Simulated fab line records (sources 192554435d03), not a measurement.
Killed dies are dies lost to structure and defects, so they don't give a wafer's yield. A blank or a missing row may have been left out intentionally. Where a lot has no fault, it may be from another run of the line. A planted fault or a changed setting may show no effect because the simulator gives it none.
The tool behind it: which one? :: flow n5 finfet :: 19 lots with 57 wafers sampled at 3 steps, on a route of 1938 steps

WHAT THE GAUGES SHOWED, per wafer
N5_BEOL_M0_SAQP_CD_MEAS_25: target cd 13.1 nm.
lot: L074
measured: day 6 09:42
on: cd sem-02
cd nm (nm): 12.95 12.65 12.77

lot: L076
measured: day 6 09:55
on: cd sem-02
cd nm (nm): 12.81 12.91 12.77

lot: L077
measured: day 6 15:32
on: cd sem-02
cd nm (nm): 12.65 13.00 13.26

lot: L078
measured: day 6 19:53
on: cd sem-02
cd nm (nm): 13.00 12.78 12.86

lot: L079
measured: day 6 23:19
on: cd sem-03
cd nm (nm): 12.84 12.52 12.87

lot: L080
measured: day 7 04:58
on: cd sem-02
cd nm (nm): 12.77 12.79 12.54

lot: L081
measured: day 7 12:02
on: cd sem-03
cd nm (nm): 12.75 12.68 13.05

lot: L082
measured: day 7 16:56
on: cd sem-03
cd nm (nm): 12.96 12.49 12.51

lot: L083
measured: day 7 23:19
on: cd sem-01
cd nm (nm): 13.08 12.60 12.83

lot: L084
measured: day 8 10:01
on: cd sem-02
cd nm (nm): 12.83 12.97 12.56

lot: L086
measured: day 9 00:20
on: cd sem-01
cd nm (nm): 12.71 12.64 12.90

lot: L087
measured: day 9 04:07
on: cd sem-03
cd nm (nm): 12.61 13.21 12.36

lot: L088
measured: day 9 08:58
on: cd sem-02
cd nm (nm): 13.01 12.85 12.81

lot: L089
measured: day 9 09:27
on: cd sem-02
cd nm (nm): 12.59 13.13 12.62

lot: L090
measured: day 9 15:35
on: cd sem-02
cd nm (nm): 12.72 12.64 12.87

lot: L092
measured: day 10 08:21
on: cd sem-03
cd nm (nm): 12.74 13.07 12.69

lot: L093
measured: day 10 10:34
on: cd sem-01
cd nm (nm): 12.50 13.10 12.80

lot: L094
measured: day 10 15:25
on: cd sem-02
cd nm (nm): 12.90 12.92 12.21

lot: L095
measured: day 10 17:44
on: cd sem-02
cd nm (nm): 12.79 13.18 12.99

EACH LOT AND THE TOOL THAT RAN IT (in order: tool; ch and the chambers of the sampled wafers; start)
lot: L074
N5_BEOL_M0_SAQP_ETCH_83: rie diel-04 ch 0,1,2, day 6 07:07
N5_BEOL_M0_SAQP_MANDREL_ETCH_20: rie si-05 ch 2,3, day 6 07:21

lot: L076
N5_BEOL_M0_SAQP_ETCH_83: rie diel-02 ch 0,2,3, day 6 07:20
N5_BEOL_M0_SAQP_MANDREL_ETCH_20: rie si-02 ch 0,1,2, day 6 07:35

lot: L077
N5_BEOL_M0_SAQP_ETCH_83: rie diel-02 ch 2,3, day 6 13:56
N5_BEOL_M0_SAQP_MANDREL_ETCH_20: rie si-02 ch 0,1,2, day 6 14:11

lot: L078
N5_BEOL_M0_SAQP_ETCH_83: rie diel-05 ch 0,1,3, day 6 18:16
N5_BEOL_M0_SAQP_MANDREL_ETCH_20: rie si-02 ch 0,3, day 6 18:31

lot: L079
N5_BEOL_M0_SAQP_ETCH_83: rie diel-05 ch 0,1,3, day 6 21:44
N5_BEOL_M0_SAQP_MANDREL_ETCH_20: rie si-02 ch 1,2,3, day 6 21:58

lot: L080
N5_BEOL_M0_SAQP_ETCH_83: rie diel-04 ch 1,2,3, day 7 03:26
N5_BEOL_M0_SAQP_MANDREL_ETCH_20: rie si-02 ch 0,1,2, day 7 03:41

lot: L081
N5_BEOL_M0_SAQP_ETCH_83: rie diel-05 ch 0,1, day 7 10:11
N5_BEOL_M0_SAQP_MANDREL_ETCH_20: rie si-04 ch 0,1, day 7 10:25

lot: L082
N5_BEOL_M0_SAQP_ETCH_83: rie diel-02 ch 0,1,2, day 7 15:18
N5_BEOL_M0_SAQP_MANDREL_ETCH_20: rie si-05 ch 0,1,2, day 7 15:32

lot: L083
N5_BEOL_M0_SAQP_ETCH_83: rie diel-04 ch 1,2,3, day 7 21:46
N5_BEOL_M0_SAQP_MANDREL_ETCH_20: rie si-05 ch 2,3, day 7 22:01

lot: L084
N5_BEOL_M0_SAQP_ETCH_83: rie diel-05 ch 1,3, day 8 08:29
N5_BEOL_M0_SAQP_MANDREL_ETCH_20: rie si-04 ch 0,1, day 8 08:44

lot: L086
N5_BEOL_M0_SAQP_ETCH_83: rie diel-04 ch 0,1, day 8 22:25
N5_BEOL_M0_SAQP_MANDREL_ETCH_20: rie si-04 ch 1,2, day 8 22:40

lot: L087
N5_BEOL_M0_SAQP_ETCH_83: rie diel-02 ch 0,1,2, day 9 02:35
N5_BEOL_M0_SAQP_MANDREL_ETCH_20: rie si-04 ch 1,3, day 9 02:50

lot: L088
N5_BEOL_M0_SAQP_ETCH_83: rie diel-04 ch 0,2,3, day 9 07:27
N5_BEOL_M0_SAQP_MANDREL_ETCH_20: rie si-02 ch 0,1,3, day 9 07:41

lot: L089
N5_BEOL_M0_SAQP_ETCH_83: rie diel-04 ch 1,2,3, day 9 07:55
N5_BEOL_M0_SAQP_MANDREL_ETCH_20: rie si-05 ch 0,1,3, day 9 08:10

lot: L090
N5_BEOL_M0_SAQP_ETCH_83: rie diel-05 ch 0,1,2, day 9 13:32
N5_BEOL_M0_SAQP_MANDREL_ETCH_20: rie si-02 ch 0,1,2, day 9 13:46

lot: L092
N5_BEOL_M0_SAQP_ETCH_83: rie diel-02 ch 1,2,3, day 10 06:37
N5_BEOL_M0_SAQP_MANDREL_ETCH_20: rie si-02 ch 1,3, day 10 06:51

lot: L093
N5_BEOL_M0_SAQP_ETCH_83: rie diel-04 ch 0,2,3, day 10 08:50
N5_BEOL_M0_SAQP_MANDREL_ETCH_20: rie si-02 ch 0,1,2, day 10 09:05

lot: L094
N5_BEOL_M0_SAQP_ETCH_83: rie diel-05 ch 0,2,3, day 10 13:35
N5_BEOL_M0_SAQP_MANDREL_ETCH_20: rie si-02 ch 0,1,3, day 10 13:50

lot: L095
N5_BEOL_M0_SAQP_ETCH_83: rie diel-04 ch 0,2,3, day 10 16:12
N5_BEOL_M0_SAQP_MANDREL_ETCH_20: rie si-02 ch 0,1, day 10 16:26
- N5_BEOL_M0_SAQP_ETCH_83: etches SiARC in CF4, target depth 39 nm, time 65 s.
- N5_BEOL_M0_SAQP_MANDREL_ETCH_20: etches a-Si in HBr/Cl2, stops on SiNx, target depth 60 nm, bt time 10 s, time 30 s.

AS READ BY THE TOOLS THEMSELVES (means over the sampled wafers that have a number; for cases with no such wafer, the mark the record gives instead)
N5_BEOL_M0_SAQP_ETCH_83.
lot: L074
tool: rie diel-04
chamber pressure mTorr (mTorr): 39.97
drypump motor current A (A): 5.4
etch rf on time s (s): 65.3
mfc ar sccm (sccm): 100.26
oes product au (a.u.): 0.65
rf fwd power W (W): 535.3
rf vpp V (V): 183.1
showerhead plenum p Torr (Torr): 2.14
throttle valve pct (%): 15.79

lot: L076
tool: rie diel-02
chamber pressure mTorr (mTorr): 40.00
drypump motor current A (A): 5.7
etch rf on time s (s): 64.3
mfc ar sccm (sccm): 99.92
oes product au (a.u.): 0.75
rf fwd power W (W): 539.6
rf vpp V (V): 184.3
showerhead plenum p Torr (Torr): 2.17
throttle valve pct (%): 15.58

lot: L077
tool: rie diel-02
chamber pressure mTorr (mTorr): 39.97
drypump motor current A (A): 5.8
etch rf on time s (s): 64.1
mfc ar sccm (sccm): 100.19
oes product au (a.u.): 0.80
rf fwd power W (W): 539.9
rf vpp V (V): 184.7
showerhead plenum p Torr (Torr): 2.21
throttle valve pct (%): 15.44

lot: L078
tool: rie diel-05
chamber pressure mTorr (mTorr): 40.00
drypump motor current A (A): 5.9
etch rf on time s (s): 65.4
mfc ar sccm (sccm): 99.94
oes product au (a.u.): 0.65
rf fwd power W (W): 541.4
rf vpp V (V): 183.5
showerhead plenum p Torr (Torr): 2.14
throttle valve pct (%): 15.65

lot: L079
tool: rie diel-05
chamber pressure mTorr (mTorr): 39.98
drypump motor current A (A): 5.9
etch rf on time s (s): 66.0
mfc ar sccm (sccm): 99.92
oes product au (a.u.): 0.65
rf fwd power W (W): 539.8
rf vpp V (V): 184.1
showerhead plenum p Torr (Torr): 2.14
throttle valve pct (%): 15.65

lot: L080
tool: rie diel-04
chamber pressure mTorr (mTorr): 39.97
drypump motor current A (A): 5.8
etch rf on time s (s): 65.7
mfc ar sccm (sccm): 99.76
oes product au (a.u.): 0.68
rf fwd power W (W): 536.9
rf vpp V (V): 183.4
showerhead plenum p Torr (Torr): 2.15
throttle valve pct (%): 15.77

lot: L081
tool: rie diel-05
chamber pressure mTorr (mTorr): 40.02
drypump motor current A (A): 5.7
etch rf on time s (s): 65.5
mfc ar sccm (sccm): 99.69
oes product au (a.u.): 0.59
rf fwd power W (W): 538.7
rf vpp V (V): 182.4
showerhead plenum p Torr (Torr): 2.06
throttle valve pct (%): 15.77

lot: L082
tool: rie diel-02
chamber pressure mTorr (mTorr): 40.02
drypump motor current A (A): 5.6
etch rf on time s (s): 64.4
mfc ar sccm (sccm): 99.89
oes product au (a.u.): 0.74
rf fwd power W (W): 539.4
rf vpp V (V): 184.2
showerhead plenum p Torr (Torr): 2.17
throttle valve pct (%): 15.65

lot: L083
tool: rie diel-04
chamber pressure mTorr (mTorr): 39.97
drypump motor current A (A): 5.8
etch rf on time s (s): 65.5
mfc ar sccm (sccm): 99.97
oes product au (a.u.): 0.67
rf fwd power W (W): 538.1
rf vpp V (V): 184.2
showerhead plenum p Torr (Torr): 2.15
throttle valve pct (%): 15.79

lot: L084
tool: rie diel-05
chamber pressure mTorr (mTorr): 39.98
drypump motor current A (A): 6.2
etch rf on time s (s): 66.2
mfc ar sccm (sccm): 99.89
oes product au (a.u.): 0.64
rf fwd power W (W): 538.3
rf vpp V (V): 184.1
showerhead plenum p Torr (Torr): 2.17
throttle valve pct (%): 15.69

lot: L086
tool: rie diel-04
chamber pressure mTorr (mTorr): 40.00
drypump motor current A (A): 4.9
etch rf on time s (s): 65.3
mfc ar sccm (sccm): 99.83
oes product au (a.u.): 0.73
rf fwd power W (W): 538.8
rf vpp V (V): 185.8
showerhead plenum p Torr (Torr): 2.22
throttle valve pct (%): 15.49

lot: L087
tool: rie diel-02
chamber pressure mTorr (mTorr): 39.99
drypump motor current A (A): 5.5
etch rf on time s (s): 63.5
mfc ar sccm (sccm): 100.11
oes product au (a.u.): 0.73
rf fwd power W (W): 538.3
rf vpp V (V): 184.4
showerhead plenum p Torr (Torr): 2.17
throttle valve pct (%): 15.67

lot: L088
tool: rie diel-04
chamber pressure mTorr (mTorr): 40.04
drypump motor current A (A): 5.7
etch rf on time s (s): 64.4
mfc ar sccm (sccm): 99.92
oes product au (a.u.): 0.73
rf fwd power W (W): 536.5
rf vpp V (V): 185.0
showerhead plenum p Torr (Torr): 2.20
throttle valve pct (%): 15.67

lot: L089
tool: rie diel-04
chamber pressure mTorr (mTorr): 40.01
drypump motor current A (A): 5.9
etch rf on time s (s): 65.6
mfc ar sccm (sccm): 100.03
oes product au (a.u.): 0.66
rf fwd power W (W): 537.9
rf vpp V (V): 184.1
showerhead plenum p Torr (Torr): 2.15
throttle valve pct (%): 15.81

lot: L090
tool: rie diel-05
chamber pressure mTorr (mTorr): 40.01
drypump motor current A (A): 5.7
etch rf on time s (s): 65.0
mfc ar sccm (sccm): 100.16
oes product au (a.u.): 0.63
rf fwd power W (W): 539.1
rf vpp V (V): 183.8
showerhead plenum p Torr (Torr): 2.07
throttle valve pct (%): 15.77

lot: L092
tool: rie diel-02
chamber pressure mTorr (mTorr): 40.01
drypump motor current A (A): 5.5
etch rf on time s (s): 63.4
mfc ar sccm (sccm): 99.94
oes product au (a.u.): 0.76
rf fwd power W (W): 539.3
rf vpp V (V): 183.5
showerhead plenum p Torr (Torr): 2.16
throttle valve pct (%): 15.57

lot: L093
tool: rie diel-04
chamber pressure mTorr (mTorr): 40.00
drypump motor current A (A): 5.7
etch rf on time s (s): 64.2
mfc ar sccm (sccm): 99.90
oes product au (a.u.): 0.72
rf fwd power W (W): 535.5
rf vpp V (V): 185.4
showerhead plenum p Torr (Torr): 2.20
throttle valve pct (%): 15.68

lot: L094
tool: rie diel-05
chamber pressure mTorr (mTorr): 39.97
drypump motor current A (A): 5.6
etch rf on time s (s): 64.4
mfc ar sccm (sccm): 100.09
oes product au (a.u.): 0.67
rf fwd power W (W): 538.2
rf vpp V (V): 184.3
showerhead plenum p Torr (Torr): 2.12
throttle valve pct (%): 15.63

lot: L095
tool: rie diel-04
chamber pressure mTorr (mTorr): 39.96
drypump motor current A (A): 5.7
etch rf on time s (s): 64.1
mfc ar sccm (sccm): 99.62
oes product au (a.u.): 0.71
rf fwd power W (W): 535.2
rf vpp V (V): 184.7
showerhead plenum p Torr (Torr): 2.20
throttle valve pct (%): 15.69

N5_BEOL_M0_SAQP_MANDREL_ETCH_20.
lot: L074
tool: rie si-05
chamber pressure mTorr (mTorr): 10.000
drypump motor current A (A): 5.6
oes product au (a.u.): 0.778
rf fwd power W (W): 792.3
throttle valve pct (%): 35.57

lot: L076
tool: rie si-02
chamber pressure mTorr (mTorr): 10.002
drypump motor current A (A): 5.5
oes product au (a.u.): 0.780
rf fwd power W (W): 796.1
throttle valve pct (%): 35.87

lot: L077
tool: rie si-02
chamber pressure mTorr (mTorr): 9.999
drypump motor current A (A): 5.5
oes product au (a.u.): 0.769
rf fwd power W (W): 797.5
throttle valve pct (%): 35.89

lot: L078
tool: rie si-02
chamber pressure mTorr (mTorr): 10.003
drypump motor current A (A): 5.9
oes product au (a.u.): 0.755
rf fwd power W (W): 799.4
throttle valve pct (%): 35.93

lot: L079
tool: rie si-02
chamber pressure mTorr (mTorr): 10.010
drypump motor current A (A): 5.7
oes product au (a.u.): 0.773
rf fwd power W (W): 794.2
throttle valve pct (%): 35.90

lot: L080
tool: rie si-02
chamber pressure mTorr (mTorr): 10.007
drypump motor current A (A): 5.5
oes product au (a.u.): 0.780
rf fwd power W (W): 795.8
throttle valve pct (%): 35.88

lot: L081
tool: rie si-04
chamber pressure mTorr (mTorr): 10.001
drypump motor current A (A): 5.7
oes product au (a.u.): 0.780
rf fwd power W (W): 797.8
throttle valve pct (%): 35.41

lot: L082
tool: rie si-05
chamber pressure mTorr (mTorr): 9.993
drypump motor current A (A): 6.1
oes product au (a.u.): 0.760
rf fwd power W (W): 797.6
throttle valve pct (%): 35.49

lot: L083
tool: rie si-05
chamber pressure mTorr (mTorr): 10.002
drypump motor current A (A): 5.6
oes product au (a.u.): 0.776
rf fwd power W (W): 792.3
throttle valve pct (%): 35.56

lot: L084
tool: rie si-04
chamber pressure mTorr (mTorr): 9.998
drypump motor current A (A): 5.7
oes product au (a.u.): 0.772
rf fwd power W (W): 797.0
throttle valve pct (%): 35.41

lot: L086
tool: rie si-04
chamber pressure mTorr (mTorr): 9.994
drypump motor current A (A): 6.0
oes product au (a.u.): 0.776
rf fwd power W (W): 797.3
throttle valve pct (%): 35.57

lot: L087
tool: rie si-04
chamber pressure mTorr (mTorr): 10.006
drypump motor current A (A): 5.1
oes product au (a.u.): 0.778
rf fwd power W (W): 794.5
throttle valve pct (%): 35.18

lot: L088
tool: rie si-02
chamber pressure mTorr (mTorr): 9.995
drypump motor current A (A): 5.8
oes product au (a.u.): 0.776
rf fwd power W (W): 798.0
throttle valve pct (%): 35.90

lot: L089
tool: rie si-05
chamber pressure mTorr (mTorr): 9.994
drypump motor current A (A): 6.2
oes product au (a.u.): 0.766
rf fwd power W (W): 792.9
throttle valve pct (%): 35.49

lot: L090
tool: rie si-02
chamber pressure mTorr (mTorr): 10.000
drypump motor current A (A): 5.5
oes product au (a.u.): 0.772
rf fwd power W (W): 797.8
throttle valve pct (%): 35.89

lot: L092
tool: rie si-02
chamber pressure mTorr (mTorr): 9.997
drypump motor current A (A): 5.9
oes product au (a.u.): 0.770
rf fwd power W (W): 798.2
throttle valve pct (%): 35.95

lot: L093
tool: rie si-02
chamber pressure mTorr (mTorr): 9.999
drypump motor current A (A): 5.5
oes product au (a.u.): 0.767
rf fwd power W (W): 796.7
throttle valve pct (%): 35.90

lot: L094
tool: rie si-02
chamber pressure mTorr (mTorr): 9.997
drypump motor current A (A): 5.8
oes product au (a.u.): 0.775
rf fwd power W (W): 794.9
throttle valve pct (%): 35.92

lot: L095
tool: rie si-02
chamber pressure mTorr (mTorr): 10.002
drypump motor current A (A): 5.7
oes product au (a.u.): 0.780
rf fwd power W (W): 797.6
throttle valve pct (%): 35.91

THE ANSWER, worked out from the rows above alone
Rule: the lots themselves supply what counts as usual. The widest of any qualifying gaps counts: lots, ordered by their means at a reading, are off when they make up no more than a third of the lots, leave a main group of 4 or more, and stand apart from it by 3 or more times the standard deviation of that group's means. Not used: any main group whose means are identical at the precision the tables above print for the reading. Also off: a lot with no number at a reading for which 4 or more lots have one. The other lots that the step has rows for count as sound. The gauges are gone through in route order, then the tools' own readings, and for those a lot's mean is taken as printed above. At the first step where some lot is off, the reading lying furthest off is the one used; lots without a number count as furthest.
No lot is off at any reading shown: from this, nothing can be told.

WHAT WAS PUT IN BY THE SIMULATOR
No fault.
